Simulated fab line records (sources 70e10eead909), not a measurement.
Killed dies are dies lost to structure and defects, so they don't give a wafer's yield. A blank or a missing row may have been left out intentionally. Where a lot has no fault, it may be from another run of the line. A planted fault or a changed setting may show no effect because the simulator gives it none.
Matching of chambers :: flow nand harc :: 4 sister chambers for NHARC_A_STAIRCASE_ETCHBACK_157 on rie diel-05
The step etches the open film in CH3F/O2, target depth 90 nm, time 167.14 s. 14 wafers are shown with their chamber, then 7 later ones without.

## EACH WAFER AND ITS CHAMBER
wafer: L142.1
chamber: 0
drypump motor current A (A): 6.0
showerhead plenum p Torr (Torr): 2.32
rf vpp V (V): 241.8

wafer: L142.2
chamber: 3
drypump motor current A (A): 5.2
showerhead plenum p Torr (Torr): 2.52
rf vpp V (V): 245.4

wafer: L142.3
chamber: 1
drypump motor current A (A): 4.9
showerhead plenum p Torr (Torr): 2.51
rf vpp V (V): 244.4

wafer: L143.1
chamber: 2
drypump motor current A (A): 5.7
showerhead plenum p Torr (Torr): 2.29
rf vpp V (V): 242.2

wafer: L143.2
chamber: 0
drypump motor current A (A): 6.0
showerhead plenum p Torr (Torr): 2.32
rf vpp V (V): 243.4

wafer: L143.3
chamber: 1
drypump motor current A (A): 4.9
showerhead plenum p Torr (Torr): 2.51
rf vpp V (V): 244.7

wafer: L144.2
chamber: 1
drypump motor current A (A): 4.9
showerhead plenum p Torr (Torr): 2.50
rf vpp V (V): 243.9

wafer: L144.4
chamber: 0
drypump motor current A (A): 6.0
showerhead plenum p Torr (Torr): 2.32
rf vpp V (V): 243.1

wafer: L144.5
chamber: 0
drypump motor current A (A): 6.0
showerhead plenum p Torr (Torr): 2.32
rf vpp V (V): 243.2

wafer: L152.2
chamber: 3
drypump motor current A (A): 5.3
showerhead plenum p Torr (Torr): 2.50
rf vpp V (V): 243.6

wafer: L152.3
chamber: 1
drypump motor current A (A): 4.9
showerhead plenum p Torr (Torr): 2.49
rf vpp V (V): 244.0

wafer: L152.5
chamber: 3
drypump motor current A (A): 5.3
showerhead plenum p Torr (Torr): 2.50
rf vpp V (V): 244.5

wafer: L153.1
chamber: 2
drypump motor current A (A): 5.7
showerhead plenum p Torr (Torr): 2.27
rf vpp V (V): 242.2

wafer: L153.2
chamber: 3
drypump motor current A (A): 5.2
showerhead plenum p Torr (Torr): 2.50
rf vpp V (V): 245.7

SIGNATURES (averages over the wafers above)
reading: drypump motor current A
chamber 0: 6.000
chamber 1: 4.900
chamber 2: 5.700
chamber 3: 5.250
scatter within a chamber: 0.0316

reading: showerhead plenum p Torr
chamber 0: 2.3200
chamber 1: 2.5025
chamber 2: 2.2800
chamber 3: 2.5050
scatter within a chamber: 0.0088

reading: rf vpp V
chamber 0: 242.875
chamber 1: 244.250
chamber 2: 242.200
chamber 3: 244.800
scatter within a chamber: 0.685
Rule: a wafer's distance from a chamber is the root of the sum, over the readings, of the square of ((its reading less the chamber's mean) divided by the reading's scatter). If the next closest chamber is less than 2 further off than the closest, the wafer can't be placed; otherwise it belongs to the closest. How the scatter is found: for the shown wafers, subtract from each reading the mean of its chamber, square and add these, divide the total by (wafers less chambers), then take the root.

## WAFERS WHOSE CHAMBER IS MISSING
wafer: L153.4
drypump motor current A (A): 4.9
showerhead plenum p Torr (Torr): 2.49
rf vpp V (V): 244.4

wafer: L157.1
drypump motor current A (A): 6.0
showerhead plenum p Torr (Torr): 2.30
rf vpp V (V): 242.8

wafer: L157.3
drypump motor current A (A): 5.7
showerhead plenum p Torr (Torr): 2.65
rf vpp V (V): 245.8

wafer: L157.5
drypump motor current A (A): 4.9
showerhead plenum p Torr (Torr): 2.49
rf vpp V (V): 244.1

wafer: L161.2
drypump motor current A (A): 4.9
showerhead plenum p Torr (Torr): 2.48
rf vpp V (V): 243.9

wafer: L161.3
drypump motor current A (A): 5.2
showerhead plenum p Torr (Torr): 2.49
rf vpp V (V): 245.5

wafer: L161.5
drypump motor current A (A): 6.0
showerhead plenum p Torr (Torr): 2.30
rf vpp V (V): 242.2

## WHICH CHAMBER EACH ONE RAN IN
wafer: L153.4
from the rows above: 1
in truth: 1

wafer: L157.1
from the rows above: 0
in truth: 0

wafer: L157.3
from the rows above: 3
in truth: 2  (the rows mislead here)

wafer: L157.5
from the rows above: 1
in truth: 1

wafer: L161.2
from the rows above: 1
in truth: 1

wafer: L161.3
from the rows above: 3
in truth: 3

wafer: L161.5
from the rows above: 0
in truth: 0
Correctly placed: 6 of 7. Not placeable from these rows: 0. 1 placed wrongly.
